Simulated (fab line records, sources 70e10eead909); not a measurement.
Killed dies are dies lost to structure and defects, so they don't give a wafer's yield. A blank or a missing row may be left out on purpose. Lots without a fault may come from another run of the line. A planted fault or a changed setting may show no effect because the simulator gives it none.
Chamber matching | flow nand_harc | NHARC_P_BONDPAD_CMP_19 on cmp-01: 4 sister chambers
The step polishes, t overpolish 30 s, cu recess touch 16 s, target thk 160.81 nm. 27 wafers are shown with their chamber, then 12 later ones without.

WAFERS WITH THEIR CHAMBER
wafer  | chamber | motor_current_A (A) | overpolish_run_s (s)
L075.2 | 2       | 11.4                | 30.005
L075.3 | 0       | 12.2                | 30.004
L075.6 | 1       | 12.9                | 30.002
L076.2 | 2       | 11.5                | 29.994
L076.3 | 1       | 12.5                | 29.997
L076.4 | 0       | 11.4                | 30.002
L076.1 | 3       | 15.3                | 29.996
L076.5 | 1       | 12.0                | 30.003
L076.6 | 0       | 11.9                | 29.990
L078.3 | 0       | 11.9                | 29.992
L078.5 | 1       | 13.2                | 30.012
L078.6 | 0       | 11.7                | 30.012
L079.1 | 1       | 13.2                | 29.989
L079.5 | 0       | 11.8                | 29.999
L079.6 | 1       | 12.5                | 29.997
L081.2 | 1       | 12.6                | 30.000
L081.3 | 3       | 15.6                | 30.000
L081.4 | 2       | 10.5                | 30.014
L082.1 | 1       | 13.1                | 29.996
L082.4 | 0       | 11.5                | 30.000
L082.6 | 1       | 12.4                | 30.004
L082.2 | 2       | 11.2                | 30.006
L082.3 | 3       | 14.8                | 30.003
L082.5 | 0       | 11.8                | 29.982
L089.1 | 1       | 13.4                | 30.007
L089.3 | 3       | 15.0                | 30.017
L089.5 | 1       | 12.5                | 29.997

SIGNATURES (means of the wafers above)
reading          | chamber 0 | chamber 1 | chamber 2 | chamber 3 | scatter within a chamber
motor_current_A  | 11.775    | 12.755    | 11.150    | 15.175    | 0.378
overpolish_run_s | 29.99762  | 30.00036  | 30.00475  | 30.00400  | 0.00793
Rule: a wafer's distance from a chamber is the root of the sum, over the readings, of the square of ((its reading less the chamber's mean) divided by the reading's scatter). The wafer belongs to the nearest chamber; if the next one is less than 2 further off, it can't be placed. The scatter: the root of (the sum of the squares of (reading less its chamber's mean) over the shown wafers, divided by (wafers less chambers)).

WAFERS WITHOUT THEIR CHAMBER
wafer  | motor_current_A (A) | overpolish_run_s (s)
L088.2 | 11.8                | 29.998
L088.3 | 14.6                | 30.002
L088.5 | 12.9                | 30.008
L091.1 | 12.1                | 29.997
L091.2 | 13.9                | 30.008
L091.6 | 13.5                | 29.995
L092.2 | 12.2                | 29.998
L092.5 | 10.7                | 29.994
L092.6 | 14.9                | 30.001
L093.1 | 12.6                | 29.992
L093.4 | 11.3                | 30.010
L093.5 | 15.0                | 29.996

WHICH CHAMBER EACH WENT THROUGH
wafer  | from the rows above          | in truth
L088.2 | can't be placed: 0 or 2      | 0
L088.3 | 3                            | 3
L088.5 | 1                            | 1
L091.1 | can't be placed: 0 or 1 or 2 | 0
L091.2 | can't be placed: 1 or 3      | 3
L091.6 | 1                            | 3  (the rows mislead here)
L092.2 | can't be placed: 0 or 1 or 2 | 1
L092.5 | can't be placed: 2 or 0      | 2
L092.6 | 3                            | 3
L093.1 | can't be placed: 1 or 0      | 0
L093.4 | can't be placed: 2 or 0      | 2
L093.5 | 3                            | 3
Placed correctly: 4 of 12. Can't be placed from these rows: 7 (the true chamber is among the candidates in 7). Placed wrongly: 1.
